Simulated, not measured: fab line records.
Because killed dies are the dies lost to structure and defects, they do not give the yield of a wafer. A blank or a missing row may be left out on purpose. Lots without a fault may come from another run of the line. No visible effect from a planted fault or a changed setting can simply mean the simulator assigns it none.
A lot that was struck, set against a sound lot	flow n5 finfet	42 out of 1938 route steps
Sound: these wafers, L156.2, L156.5. Struck: wafer L170.3 (left out: L170.1, L170.4 of the same lot, which were not struck); the cause appears at the end.
Order at every step that has rows: each side's tool, ch and its chambers, its first start. Under that, the readings that differ: sound wafers	struck wafers	difference of the means	sigmas: that difference in standard deviations of wafers without a fault.
alike: words and numbers the same on both sides, and readings whose means are apart by under 2 such deviations; not compared: readings that were withheld, readings missing a value for some wafer, numbers with overlapping values and no deviation given by the record, and bounds like >300 which may hide the same value.
The two part at a step that has a row with sigmas, a row that says differs or no value, or rows on one side only. Numbers that don't overlap but have no deviation are shown without sigmas and don't part them. A reading missing from all wafers of one side parts the sides only when that side holds two or more wafers.

first, 1 step without rows for these wafers: N5_BEOL_M0_CUTY_DEVELOP_56 (develop time 30 s).
N5_BEOL_M0_CUTY_CD_MEAS_57: target cd 200 nm.
  sound on cd sem-03 ch 0, day 6 08:09; struck on cd sem-02 ch 0, day 9 18:47
  alike: cd nm
N5_BEOL_M0_CUTY_OVL_MEAS_58:
  sound on overlay-01 ch 0, day 6 08:11; struck on overlay-01 ch 0, day 9 18:49
  alike: M0_ABLK_OVL
N5_BEOL_M0_CUTY_INSPECT_59: inspects for defects (macro).
  struck on defect inspect-01, day 9 18:50; sound on defect inspect-02, day 6 08:12
  alike: raw defect count
then, 2 steps without rows for these wafers: N5_BEOL_M0_CUTY_DESCUM_61 (chemistry O2, time 7.9 s); N5_BEOL_M0_CUTY_ETCH_62 (etches SiARC in CF4, time 58.5 s).
N5_BEOL_M0_CUTY_ETCH_63: etches SOC in N2/H2, target depth 82.7 nm, overetch 16.5 nm, time 124 s.
  sound on rie diel-03 ch 0,1, day 6 08:19; struck on rie diel-06 ch 2, day 9 18:57
reading	sound	struck	difference	sigmas
drypump motor current A (A)	5.7 6.1	5.1	-0.8	-2
  alike: bias w, oes product au, rf vpp V, showerhead plenum p Torr, throttle valve pct
  not compared: rf hours counter h
then, 5 steps without rows for these wafers: N5_BEOL_M0_CUTY_STRIP_64 (strips in N2/H2); N5_BEOL_M0_ETCH_138 (etches SiCN in CH3F/O2, target depth 12 nm, time 31.6 s); N5_BEOL_M0_HM_OPEN_105 (chemistry Cl2/BCl3, target TiN, target depth 12 nm); N5_BEOL_M0_STRIP_140 (strips in CF4); N5_BEOL_M0_STRIP_104 (strips in N2/H2).
N5_BEOL_M0_WET_ETCH_106: etches SiO2 in DHF, target depth 130 nm, rinse time 30 s.
  sound on wet bench-03 ch 1,6, day 6 10:55; struck on wet bench-03 ch 2,3,5, day 9 22:02
then, 1 step without rows for these wafers: N5_BEOL_M0_ETCH_128 (etches SiCN in CF4/N2, target depth 12 nm, overetch 5.1 nm, time 21.4 s).
N5_BEOL_M0_TRENCH_ETCH_107: etches SiOC in C4F6/O2, target depth 32.8 nm, time 16.4 s.
  sound on rie diel-06 ch 2, day 6 11:08; struck on rie diel-02 ch 3, day 9 22:10
  alike: C4F6_flow_sccm, bias w, drypump motor current A, oes product au, rf vpp V, showerhead plenum p Torr, throttle valve pct
  not compared: rf hours counter h
then, 1 step without rows for these wafers: N5_BEOL_M0_STRIP_142 (strips in N2/H2, time 10 s).
N5_BEOL_M0_OCD_MEAS_108:
  struck on ocd-02, day 9 22:16; sound on ocd-01, day 6 11:14
  alike: trench depth nm
then, 16 steps without rows for these wafers: N5_BEOL_M0_HM_STRIP_129 (strips TiN in peroxide tin strip, target depth 17 nm, time 108 s); N5_BEOL_M0_SRD_130 (time 30 s); N5_BEOL_M0_ETCH_109 (etches SiCN in CH3F/O2, target depth 8 nm, overetch 2.4 nm, time 27.4 s); N5_BEOL_M0_STRIP_139 (strips in post etch residue remover, time 60 s); N5_BEOL_M0_SRD_111 (time 30 s); N5_BEOL_M0_DEGAS_112 (time 60 s); N5_BEOL_M0_PRE_CLEAN_113 (time 30 s); N5_BEOL_M0_ALD_136 (deposits TaN, pulse time 2 s, purge time 3 s, co reactant purge time 2 s); N5_BEOL_M0_SURFACE_TREAT_137; N5_BEOL_M0_CVD_115 (deposits Co from CCTBA/H2, time 120 s); N5_BEOL_M0_SPUTTER_116 (material Cu, target thk 4 nm, time 7.37 s); N5_BEOL_M0_ANNEAL_117 (time 60 s); N5_BEOL_M0_SPUTTER_132 (material Cu, target thk 4 nm, time 7.37 s); N5_BEOL_M0_ANNEAL_133 (time 60 s); N5_BEOL_M0_SPUTTER_134 (material Cu, target thk 4 nm, time 7.37 s); N5_BEOL_M0_ANNEAL_135 (time 60 s).
N5_BEOL_M0_SPUTTER_141: material Cu, target thk 4 nm, time 7.37 s.
  struck on pvd sputter-01, day 9 23:50; sound on pvd sputter-01, day 6 15:00
reading	sound	struck	difference	sigmas
susceptor temp C (C)	-20.01 -19.94	-19.74	+0.24	+2
  alike: throttle valve pct
then, 2 steps without rows for these wafers: N5_BEOL_M0_ECD_118 (material Cu, target thk 300 nm); N5_BEOL_M0_ANNEAL_119 (time 90 s).
N5_BEOL_M0_CMP_120: polishes, stops on SiOC, t overpolish 6.9 s.
  sound on cmp-04 ch 2,3, day 6 15:34; struck on cmp-04 ch 3, day 10 00:19
reading	sound	struck	difference	sigmas
slurry filter dp kPa (kPa)	13.40 13.40	13.65	+0.25	+2
slurry flow ml min	149.9 149.4	150.6	+0.9	+2
  alike: barrier field endpoint s, motor current A, overpolish run s, time to endpoint s
N5_BEOL_M0_PRE_CLEAN_131: time 15 s.
  sound on cvd co-01 ch 0, day 6 15:50; struck on cvd co-02 ch 0, day 10 00:40
  alike: heater power w
  not compared: susceptor temp C
then, 3 steps without rows for these wafers: N5_BEOL_M0_CO_CAP_123 (material Co, precursor CCTBA/H2, target thk 2 nm, time 102.1 s); N5_BEOL_M0_PRE_CLEAN_124 (time 15 s); N5_BEOL_M0_DEP_125 (deposits SiCN from 3MS/NH3, target thk 8 nm, time 14 s).
-- record jumps: 7 days separate the struck wafers' starts on either side; left off in module BEOL_M0, taken up again in module PASSIVATION, whose first shown step is the route's number 1936 --
N5_PASSIVATION_PROBE_49:
  struck on prober-01, day 16 20:15; sound on prober-01, day 12 18:09
reading	sound	struck	difference	sigmas
defect limited yield (%)	90.8 91.9	80.6	-10.8	-7
killed_at_M0_to_M3	27 17	159	+137	+14
killed dies	109 95	229	+127	+7
sort_bin_5_function (%)	5.6 5.4	12.8	+7.3	+8
sort_bin_6_memory (%)	3.3 2.4	4.7	+1.9	+3
sort n pass	1071 1085	951	-127	-7
sort yield pct (%)	90.8 91.9	80.6	-10.8	-7
  alike: killed_at_M4_up, killed at contacts, killed at front end, killed at other, killed open, killed short, sort_bin_8_speed

WHERE THEY PART
At N5_BEOL_M0_CUTY_ETCH_63 first; at N5_PASSIVATION_PROBE_49 last (within this record only).

WHY: whatever the simulator had introduced
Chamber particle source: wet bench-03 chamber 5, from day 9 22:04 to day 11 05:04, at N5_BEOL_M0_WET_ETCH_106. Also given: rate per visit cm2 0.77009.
